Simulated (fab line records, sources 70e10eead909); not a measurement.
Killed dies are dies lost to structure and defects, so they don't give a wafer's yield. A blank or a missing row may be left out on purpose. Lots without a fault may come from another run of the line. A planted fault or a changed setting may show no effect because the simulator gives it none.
Which tool did it? | flow nand_harc | 12 lots, 36 wafers sampled, at 4 steps of a route of 1302

WHAT THE GAUGES READ, wafer by wafer
NHARC_A_BONDPAD_CD_MEAS_13.
lot  | measured     | on        | cd_nm (nm)
L075 | day 23 19:16 | cd_sem-02 | 501.4 500.7 500.7
L079 | day 25 00:58 | cd_sem-02 | 500.0 497.8 499.0
L077 | day 25 04:37 | cd_sem-01 | 498.2 497.7 499.0
L080 | day 26 07:37 | cd_sem-01 | 499.2 501.0 500.6
L083 | day 26 22:18 | cd_sem-02 | 503.6 500.3 501.2
L087 | day 28 11:26 | cd_sem-03 | 495.7 499.2 500.0
L084 | day 28 23:34 | cd_sem-02 | 499.1 500.1 499.2
L089 | day 29 06:47 | cd_sem-01 | 498.4 501.7 498.0
L090 | day 29 15:53 | cd_sem-03 | 498.3 498.9 498.1
L092 | day 30 18:14 | cd_sem-01 | 503.5 499.9 502.3
L096 | day 32 17:23 | cd_sem-02 | 499.8 498.8 499.5
L095 | day 32 22:41 | cd_sem-03 | 499.9 499.4 499.7

WHICH TOOL RAN EACH LOT (tool, then ch and the chambers of the sampled wafers, then the start)
lot  | NHARC_A_M1_PRE_CLEAN_32         | NHARC_A_M1_DEP_33               | NHARC_A_BONDPAD_CMP_29
L075 | pecvd-03 ch 0,1,2, day 23 16:55 | pecvd-03 ch 0,1,2, day 23 17:05 | cmp-04 ch 0,1,2, day 23 17:59
L079 | pecvd-03 ch 1,2, day 24 22:37   | pecvd-03 ch 1,2, day 24 22:45   | cmp-03 ch 0,3, day 24 23:37
L077 | pecvd-02 ch 0,2, day 25 02:22   | pecvd-02 ch 0,2, day 25 02:26   | cmp-02 ch 0,1, day 25 03:24
L080 | pecvd-02 ch 0,1,2, day 26 05:23 | pecvd-02 ch 0,1,2, day 26 05:34 | cmp-03 ch 2,3, day 26 06:23
L083 | pecvd-03 ch 0,1,2, day 26 20:03 | pecvd-03 ch 0,1,2, day 26 20:10 | cmp-03 ch 0,2, day 26 21:05
L087 | pecvd-04 ch 0,2, day 28 09:04   | pecvd-04 ch 0,2, day 28 09:08   | cmp-04 ch 0,1,2, day 28 10:06
L084 | pecvd-02 ch 0,1,2, day 28 21:14 | pecvd-02 ch 0,1,2, day 28 21:19 | cmp-03 ch 1,3, day 28 22:18
L089 | pecvd-02 ch 0,1,2, day 29 04:30 | pecvd-02 ch 0,1,2, day 29 04:35 | cmp-04 ch 0,1,2, day 29 05:32
L090 | pecvd-04 ch 0,1, day 29 13:29   | pecvd-04 ch 0,1, day 29 13:34   | cmp-03 ch 0,3, day 29 14:33
L092 | pecvd-04 ch 0,1,2, day 30 15:50 | pecvd-04 ch 0,1,2, day 30 15:55 | cmp-02 ch 1,2,3, day 30 16:52
L096 | pecvd-04 ch 1,2, day 32 14:59   | pecvd-04 ch 1,2, day 32 15:04   | cmp-02 ch 1,3, day 32 16:02
L095 | pecvd-04 ch 0,1, day 32 20:19   | pecvd-04 ch 0,1, day 32 20:23   | cmp-03 ch 0,1,2, day 32 21:24
- NHARC_A_M1_PRE_CLEAN_32: time 12 s.
- NHARC_A_M1_DEP_33: deposits SiCN, target thk 30 nm.
- NHARC_A_BONDPAD_CMP_29: polishes SiCN, target thk 200 nm.

THE ANSWER, worked out from the rows above alone
Rule: what is usual is taken from the lots themselves. Put in order of their means at a reading, lots are off if they are a third of the lots or fewer, leave a main group of 4 or more, and stand apart from it by a gap of 3 or more times the standard deviation of the main group's means; of several such gaps the widest counts. A main group whose means are all the same, to the digits that the tables above print for the reading, isn't used. A lot without any number at a reading at which 4 lots or more have one is off too. The other lots that the step has rows for count as sound.
No lot is off at any reading shown: from this, nothing can be told.

WHAT THE SIMULATOR HAD PUT IN
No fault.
